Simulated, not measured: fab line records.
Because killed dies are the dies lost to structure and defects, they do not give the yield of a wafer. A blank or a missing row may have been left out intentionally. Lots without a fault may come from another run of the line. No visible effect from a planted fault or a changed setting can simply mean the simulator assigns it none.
Split-lot trial :: flow n5-finfet :: 7 lots, 39 wafers read, on a route of 1938 steps

== ON THE SPLIT ==
At N5_MOL_CONTACT_COAG_ETCH_67 (etches SOC in N2/H2, target depth 60 nm, overetch 21 nm, time 101.2 s), the setting source-w was moved away from the recipe's 840 W on 9 of the 39 wafers read, by -14.5% to +15.5%. The other wafers ran this setting at the recipe's value.

The reading comes from the split's own step.

== THE READING ==
rf-vpp-V, in V, at N5_MOL_CONTACT_COAG_ETCH_67 (etches SOC in N2/H2, target depth 60 nm, overetch 21 nm, time 101.2 s). A value of 524.4 V with a standard deviation of 2.7 V is what fault-free wafers of this fab line usually give.

wafer: L080.1
tool, chamber at the split: rie-diel-01, 2
source-w as run, W: 840
against the recipe: recipe
rf-vpp-V, V: 524.8
against lot-mates on the recipe: -

wafer: L080.2
tool, chamber at the split: rie-diel-01, 1
source-w as run, W: 840
against the recipe: recipe
rf-vpp-V, V: 525.4
against lot-mates on the recipe: -

wafer: L080.3
tool, chamber at the split: rie-diel-01, 0
source-w as run, W: 840
against the recipe: recipe
rf-vpp-V, V: 527.1
against lot-mates on the recipe: -

wafer: L080.4
tool, chamber at the split: rie-diel-01, 0
source-w as run, W: 840
against the recipe: recipe
rf-vpp-V, V: 527.6
against lot-mates on the recipe: -

wafer: L080.5
tool, chamber at the split: rie-diel-01, 2
source-w as run, W: 840
against the recipe: recipe
rf-vpp-V, V: 525.8
against lot-mates on the recipe: -

wafer: L080.6
tool, chamber at the split: rie-diel-01, 1
source-w as run, W: 840
against the recipe: recipe
rf-vpp-V, V: 524.5
against lot-mates on the recipe: -

wafer: L081.1
tool, chamber at the split: rie-diel-01, 0
source-w as run, W: 840
against the recipe: recipe
rf-vpp-V, V: 525.1
against lot-mates on the recipe: -

wafer: L081.2
tool, chamber at the split: rie-diel-01, 2
source-w as run, W: 840
against the recipe: recipe
rf-vpp-V, V: 526.1
against lot-mates on the recipe: -

wafer: L081.3
tool, chamber at the split: rie-diel-01, 1
source-w as run, W: 770.2
against the recipe: -8.3%
rf-vpp-V, V: 541.8
against lot-mates on the recipe: +15.3

wafer: L081.4
tool, chamber at the split: rie-diel-01, 0
source-w as run, W: 840
against the recipe: recipe
rf-vpp-V, V: 528.3
against lot-mates on the recipe: -

wafer: L081.5
tool, chamber at the split: rie-diel-01, 2
source-w as run, W: 770.2
against the recipe: -8.3%
rf-vpp-V, V: 539.5
against lot-mates on the recipe: +13.0

wafer: L081.6
tool, chamber at the split: rie-diel-01, 1
source-w as run, W: 770.2
against the recipe: -8.3%
rf-vpp-V, V: 539.9
against lot-mates on the recipe: +13.4

wafer: L083.1
tool, chamber at the split: rie-diel-01, 3
source-w as run, W: 840
against the recipe: recipe
rf-vpp-V, V: 527.9
against lot-mates on the recipe: -

wafer: L083.2
tool, chamber at the split: rie-diel-01, 0
source-w as run, W: 840
against the recipe: recipe
rf-vpp-V, V: 527.5
against lot-mates on the recipe: -

wafer: L083.3
tool, chamber at the split: rie-diel-01, 1
source-w as run, W: 970.5
against the recipe: +15.5%
rf-vpp-V, V: 499.8
against lot-mates on the recipe: -27.2

wafer: L083.4
tool, chamber at the split: rie-diel-01, 2
source-w as run, W: 840
against the recipe: recipe
rf-vpp-V, V: 525.5
against lot-mates on the recipe: -

wafer: L083.5
tool, chamber at the split: rie-diel-01, 0
source-w as run, W: 970.5
against the recipe: +15.5%
rf-vpp-V, V: 504.6
against lot-mates on the recipe: -22.4

wafer: L083.6
tool, chamber at the split: rie-diel-01, 3
source-w as run, W: 970.5
against the recipe: +15.5%
rf-vpp-V, V: 503.3
against lot-mates on the recipe: -23.7

wafer: L084.1
tool, chamber at the split: rie-diel-03, 0
source-w as run, W: 718.2
against the recipe: -14.5%
rf-vpp-V, V: 553.8
against lot-mates on the recipe: +31.0

wafer: L084.2
tool, chamber at the split: rie-diel-03, 1
source-w as run, W: 840
against the recipe: recipe
rf-vpp-V, V: 522.0
against lot-mates on the recipe: -

wafer: L084.3
tool, chamber at the split: rie-diel-03, 2
source-w as run, W: 840
against the recipe: recipe
rf-vpp-V, V: 523.1
against lot-mates on the recipe: -

wafer: L084.4
tool, chamber at the split: rie-diel-03, 0
source-w as run, W: 718.2
against the recipe: -14.5%
rf-vpp-V, V: 555.0
against lot-mates on the recipe: +32.2

wafer: L084.5
tool, chamber at the split: rie-diel-03, 1
source-w as run, W: 840
against the recipe: recipe
rf-vpp-V, V: 523.2
against lot-mates on the recipe: -

wafer: L084.6
tool, chamber at the split: rie-diel-03, 2
source-w as run, W: 718.2
against the recipe: -14.5%
rf-vpp-V, V: 550.1
against lot-mates on the recipe: +27.3

wafer: L088.3
tool, chamber at the split: rie-diel-03, 2
source-w as run, W: 840
against the recipe: recipe
rf-vpp-V, V: 523.0
against lot-mates on the recipe: -

wafer: L088.4
tool, chamber at the split: rie-diel-03, 0
source-w as run, W: 840
against the recipe: recipe
rf-vpp-V, V: 526.6
against lot-mates on the recipe: -

wafer: L088.5
tool, chamber at the split: rie-diel-03, 2
source-w as run, W: 840
against the recipe: recipe
rf-vpp-V, V: 521.5
against lot-mates on the recipe: -

wafer: L093.1
tool, chamber at the split: rie-diel-03, 0
source-w as run, W: 840
against the recipe: recipe
rf-vpp-V, V: 524.7
against lot-mates on the recipe: -

wafer: L093.2
tool, chamber at the split: rie-diel-03, 1
source-w as run, W: 840
against the recipe: recipe
rf-vpp-V, V: 521.9
against lot-mates on the recipe: -

wafer: L093.3
tool, chamber at the split: rie-diel-03, 3
source-w as run, W: 840
against the recipe: recipe
rf-vpp-V, V: 520.5
against lot-mates on the recipe: -

wafer: L093.4
tool, chamber at the split: rie-diel-03, 3
source-w as run, W: 840
against the recipe: recipe
rf-vpp-V, V: 519.8
against lot-mates on the recipe: -

wafer: L093.5
tool, chamber at the split: rie-diel-03, 1
source-w as run, W: 840
against the recipe: recipe
rf-vpp-V, V: 522.1
against lot-mates on the recipe: -

wafer: L093.6
tool, chamber at the split: rie-diel-03, 0
source-w as run, W: 840
against the recipe: recipe
rf-vpp-V, V: 525.3
against lot-mates on the recipe: -

wafer: L096.1
tool, chamber at the split: rie-diel-01, 3
source-w as run, W: 840
against the recipe: recipe
rf-vpp-V, V: 528.5
against lot-mates on the recipe: -

wafer: L096.2
tool, chamber at the split: rie-diel-01, 0
source-w as run, W: 840
against the recipe: recipe
rf-vpp-V, V: 528.6
against lot-mates on the recipe: -

wafer: L096.3
tool, chamber at the split: rie-diel-01, 1
source-w as run, W: 840
against the recipe: recipe
rf-vpp-V, V: 524.7
against lot-mates on the recipe: -

wafer: L096.4
tool, chamber at the split: rie-diel-01, 2
source-w as run, W: 840
against the recipe: recipe
rf-vpp-V, V: 524.8
against lot-mates on the recipe: -

wafer: L096.5
tool, chamber at the split: rie-diel-01, 2
source-w as run, W: 840
against the recipe: recipe
rf-vpp-V, V: 526.5
against lot-mates on the recipe: -

wafer: L096.6
tool, chamber at the split: rie-diel-01, 3
source-w as run, W: 840
against the recipe: recipe
rf-vpp-V, V: 527.2
against lot-mates on the recipe: -

THE FIT
A straight line over all 39 wafers: rf-vpp-V changes by -1.68 V for each +1% of source-w; r = -0.97; the points scatter about the line by 2.7 V.
The same after taking each lot's own level away (the mean of its wafers on the recipe; 39 wafers): -1.78 V for each +1%; r = -0.98; scatter 2.2 V.
Per that fit: largest source-w move, reading shift of 28 V.
Across the lots, their own levels run from 522.38 to 526.97 V, a range of 1.7 times the standard deviation given above.
So the lot-to-lot level changes the slope little: the two slopes agree.
Check: for one of the wafers moved furthest among these (+15.5%), held out of the fit, the line's prediction against its lot-mates is -27.2 V. It came out at -27.2 V against them.
Tool readings at the split's step, against how far the setting was moved: rf-vpp-V r = -0.97.

== ADDITIONAL SPLITS CARRIED BY THESE WAFERS ==
Before the reading, these wafers also passed through other splits. Each is held against what the fit with the lots' levels taken away leaves over:
other split on the same wafers: N5_FIN_SAQP_HM_DEP_72 target-thk-a
wafers away from the commonest value: 18
r with rf-vpp-V (lot level and that fit taken away): +0.05

other split on the same wafers: N5_DUMMY_GATE_ETCH_37 source-w
wafers away from the commonest value: 15
r with rf-vpp-V (lot level and that fit taken away): -0.08

other split on the same wafers: N5_DUMMY_GATE_ETCH_32 time-s
wafers away from the commonest value: 15
r with rf-vpp-V (lot level and that fit taken away): +0.28

other split on the same wafers: N5_HKMG_FIN_ETCH_54 source-w
wafers away from the commonest value: 15
r with rf-vpp-V (lot level and that fit taken away): -0.13

other split on the same wafers: N5_GATE_CUT_ETCH_37 bias-w
wafers away from the commonest value: 15
r with rf-vpp-V (lot level and that fit taken away): +0.25

other split on the same wafers: N5_MOL_CONTACT_COAG_ALD_123 ald-cycles
wafers away from the commonest value: 18
r with rf-vpp-V (lot level and that fit taken away): +0.22

== THE FILE'S OWN FIT ==
rf-vpp-V changes by -1.79 V for each +1% of source-w, r = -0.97.
